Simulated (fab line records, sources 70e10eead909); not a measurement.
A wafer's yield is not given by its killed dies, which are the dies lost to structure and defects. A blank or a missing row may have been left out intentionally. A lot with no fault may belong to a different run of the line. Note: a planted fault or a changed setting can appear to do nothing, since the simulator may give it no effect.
Which tool was responsible? + flow nand_harc + 8 lots with 24 wafers sampled at 2 steps, on a route of 1302 steps

WHAT EACH GAUGE READ, for each wafer
NHARC_A_CHANNEL_HOLE_D1_CD_MEAS_10 targets a cd of 100 nm.
| lot  | measured     | on        | cd_nm (nm)       |
|------|--------------|-----------|------------------|
| L820 | day 8 18:54  | cd_sem-01 | 99.7 99.8 100.3  |
| L824 | day 10 04:09 | cd_sem-01 | 99.8 100.4 100.2 |
| L830 | day 12 14:17 | cd_sem-03 | 95.0 94.6 95.0   |
| L833 | day 13 16:11 | cd_sem-02 | 94.4 95.3 94.8   |
| L836 | day 15 03:13 | cd_sem-01 | 99.6 99.8 100.1  |
| L839 | day 16 02:04 | cd_sem-03 | 98.5 99.9 100.1  |
| L840 | day 17 00:32 | cd_sem-03 | 99.3 99.0 100.3  |
| L842 | day 17 21:13 | cd_sem-03 | 100.4 99.3 100.1 |

WHAT TOOL EACH LOT RAN ON (gives the tool, then ch and the chambers of the sampled wafers, and finally the start)
| lot  | NHARC_A_CHANNEL_HOLE_D1_PEB_08    |
|------|-----------------------------------|
| L820 | litho_track-04 ch 0, day 8 18:49  |
| L824 | litho_track-04 ch 0, day 10 04:04 |
| L830 | litho_track-04 ch 0, day 12 14:13 |
| L833 | litho_track-04 ch 0, day 13 16:07 |
| L836 | litho_track-06 ch 0, day 15 03:08 |
| L839 | litho_track-06 ch 0, day 16 01:59 |
| L840 | litho_track-06 ch 0, day 17 00:27 |
| L842 | litho_track-01 ch 0, day 17 21:08 |
- NHARC_A_CHANNEL_HOLE_D1_PEB_08: peb time 65 s.

THE ANSWER, worked out from the rows above alone
Rule: the usual values come from the lots themselves. Put in order of their means at a reading, lots are off if they are a third of the lots or fewer, leave a main group of 4 or more, and stand apart from it by a gap of 3 or more times the standard deviation of the main group's means; of several such gaps the widest counts. The tables above print the reading to a certain number of digits; a main group whose means all agree to those digits is not used. A lot without any number at a reading at which 4 lots or more have one is off too. The other lots that the step has rows for count as sound.
Off: L830, L833, at NHARC_A_CHANNEL_HOLE_D1_CD_MEAS_10 (cd_nm). For the main group the mean is 99.8 nm and the standard deviation 0.23.
If a tool, at a process step before that reading, ran all the lots that are off and no sound lot after the first of them, it fits. Those tools and the gauges at NHARC_A_CHANNEL_HOLE_D1_CD_MEAS_10 are tried in the same way. One candidate fits, namely litho_track-04 at NHARC_A_CHANNEL_HOLE_D1_PEB_08. A fault onset in the window from L824 (day 10 04:04, its last sound lot) to L830 (day 12 14:13, its first lot off) fits.

WHAT THE SIMULATOR PUT IN
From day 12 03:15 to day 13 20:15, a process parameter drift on litho_track-04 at NHARC_A_CHANNEL_HOLE_D1_PEB_08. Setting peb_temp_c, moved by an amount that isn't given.
Shown lots that were struck: L830, L833. The same result came from the rule above.
